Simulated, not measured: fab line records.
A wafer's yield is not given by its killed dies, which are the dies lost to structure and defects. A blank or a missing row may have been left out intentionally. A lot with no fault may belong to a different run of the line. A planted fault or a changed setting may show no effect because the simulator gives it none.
A lot that was struck, set against a sound lot + flow nand_harc + 41 steps out of a route of 1159
Sound: the wafers L386.1, L386.4, L386.6. Wafers struck: L383.3, L383.4, L383.6. The cause is given at the end.
Each step with rows lists, per side, the tool, then ch with its chambers, then its first start. Under that, the readings that differ: sound wafers + struck wafers + difference of the means + sigmas: that difference in standard deviations of wafers without a fault.
alike: readings whose means differ by less than 2 such deviations, and words and numbers that are the same on both sides. not compared: withheld readings, readings that some wafer has no value for, bounds like >300 that may hide the same value, and numbers for which the record gives no deviation and whose values overlap.
Wherever a step has rows on one side only, a row that says differs or no value, or a row with sigmas, the two part there. When numbers do not overlap yet have no deviation, they are printed without sigmas and do not part them. A reading that every wafer of one side lacks parts them only if that side has two wafers or more.

first, 3 steps without rows for these wafers: NHARC_A_M1_EXPOSE_06 (exposes mask A M1, target cd 120 nm); NHARC_A_M1_PEB_07 (peb time 65 s); NHARC_A_M1_DEVELOP_08 (develop time 35 s).
NHARC_A_M1_CD_MEAS_09 targets a cd of 120 nm.
  sound on cd_sem-03 ch 0, day 18 02:56; struck on cd_sem-01 ch 0, day 18 03:55
  alike: cd_nm
NHARC_A_M1_OVL_MEAS_10: pitch 240 nm.
  sound on overlay-01 at day 18 03:02; struck on overlay-02 at day 18 04:00
| reading           | sound       | struck         | difference | sigmas |
|-------------------|-------------|----------------|------------|--------|
| overlay_y_nm (nm) | 1.1 1.3 1.0 | -0.6 -0.3 -0.8 | -1.7       | -2     |
  alike: overlay_x_nm
NHARC_A_M1_INSPECT_11:
  sound on defect_inspect-02 at day 18 03:04; struck on defect_inspect-01 at day 18 04:02
  alike: raw_defect_count
NHARC_A_M1_DESCUM_14: chemistry O2, time 3 s.
  sound on rie_diel-09 ch 0,1,3, day 18 03:08; struck on rie_diel-09 ch 0,2,3, day 18 04:07
  alike: drypump_motor_current_A, oes_product_au, rf_vpp_V, showerhead_plenum_p_Torr, throttle_valve_pct
  not compared: rf_hours_counter_h
then, 2 steps without rows for these wafers: NHARC_A_M1_ETCH_35 (etches the open film in N2/H2, target depth 40 nm, overetch 12 nm, time 43.94 s); NHARC_A_M1_ETCH_15 (etches the open film in C4F8/Ar, target depth 182.5 nm, time 91.2 s).
NHARC_A_M1_CD_MEAS_16:
  sound on cd_sem-01 at day 18 03:26; struck on cd_sem-03 at day 18 04:24
  alike: cd_nm
then, 2 steps without rows for these wafers: NHARC_A_M1_STRIP_18 (strips in N2/H2); NHARC_A_M1_ETCH_28 (etches the open film in CF4/N2, target depth 30 nm, time 72.99 s).
NHARC_A_M1_STRIP_19: strips in post etch residue remover, time 600 s.
  sound on wet_bench-10 ch 0,4,5, day 18 03:53; struck on wet_bench-10 ch 0,1,6, day 18 04:51
NHARC_A_M1_DEGAS_29: time 60 s.
  sound on pvd_sputter-03 at day 18 04:12; struck on pvd_sputter-03 at day 18 05:10
  alike: heater_power_w
then, 4 steps without rows for these wafers: NHARC_A_M1_PRE_CLEAN_30 (time 30 s); NHARC_A_M1_PVD_20 (deposits TaN, target thk 5 nm, time 8.06 s); NHARC_A_M1_PVD_21 (deposits Cu, target thk 30 nm, time 20.49 s); NHARC_A_M1_ECD_22 (material Cu, target thk 400 nm).
NHARC_A_M1_ANNEAL_31: time 90 s.
  sound on rtp_anneal-01 ch 0, day 18 04:59; struck on rtp_anneal-01 ch 0, day 18 06:02
  alike: wafer_temp_C_max
then, 1 step without rows for these wafers: NHARC_A_M1_CMP_23 (polishes, t overpolish 20 s, target thk 154.34 nm).
NHARC_A_M1_THK_MEAS_24: measures by xrf.
  sound on film_metro-02 at day 18 05:38; struck on film_metro-02 at day 18 06:35
  alike: thk_nm
then, 1 step without rows for these wafers: NHARC_A_M1_SRD_25.
NHARC_A_M1_PRE_CLEAN_32: time 12 s.
  sound on pecvd-02 ch 0,1, day 18 06:01; struck on pecvd-03 ch 0,1,2, day 18 06:52
  alike: heater_power_w
NHARC_A_M1_DEP_33: deposits SiCN, target thk 30 nm.
  sound on pecvd-02 ch 0,1, day 18 06:08; struck on pecvd-03 ch 0,1,2, day 18 07:00
  alike: chamber_pressure_Torr, heater_power_w
then, 2 steps without rows for these wafers: NHARC_A_BONDPAD_DEP_00 (deposits SiCN, target thk 250 nm); NHARC_A_BONDPAD_CMP_29 (polishes SiCN, target thk 200 nm).
NHARC_A_BONDPAD_THK_MEAS_30: measures by ellipsometry.
  sound on film_metro-02 at day 18 07:18; struck on film_metro-02 at day 18 08:10
  alike: thk_nm
then, 10 steps without rows for these wafers: NHARC_A_BONDPAD_SRD_31; NHARC_A_BONDPAD_DEHYDRATE_01 (time 120 s); NHARC_A_BONDPAD_HMDS_02 (time 30 s); NHARC_A_BONDPAD_COAT_33 (time 65 s); NHARC_A_BONDPAD_COAT_03 (resist thk 600 nm); NHARC_A_BONDPAD_SOFTBAKE_04 (time 70 s); NHARC_A_BONDPAD_EBR_05; NHARC_A_BONDPAD_EXPOSE_06 (exposes mask A BPAD); NHARC_A_BONDPAD_PEB_07 (peb time 80 s); NHARC_A_BONDPAD_DEVELOP_08 (time 50 s).
NHARC_A_BONDPAD_CD_MEAS_09 targets a cd of 500 nm.
  sound on cd_sem-01 ch 0, day 18 07:52; struck on cd_sem-01 ch 0, day 18 08:37
  alike: cd_nm
NHARC_A_BONDPAD_OVL_MEAS_35:
  sound on overlay-02 at day 18 07:57; struck on overlay-02 at day 18 08:41
  alike: overlay_x_nm, overlay_y_nm
then, 1 step without rows for these wafers: NHARC_A_BONDPAD_HARDBAKE_10 (time 65 s).
-- break in the record here, with 2 days between the starts of the struck wafers on either side (left off in module A_BONDPAD, picked up again in module END, where the first step shown is number 1159 on the route) --
NHARC_END_SORT_01:
  the record has rows for the struck wafers here (prober-01 ch 0, day 20 12:26) and none for the sound ones

WHERE THEY PART
First at NHARC_A_M1_OVL_MEAS_10; last, within this record, at NHARC_END_SORT_01.

WHY: the cause the simulator had injected
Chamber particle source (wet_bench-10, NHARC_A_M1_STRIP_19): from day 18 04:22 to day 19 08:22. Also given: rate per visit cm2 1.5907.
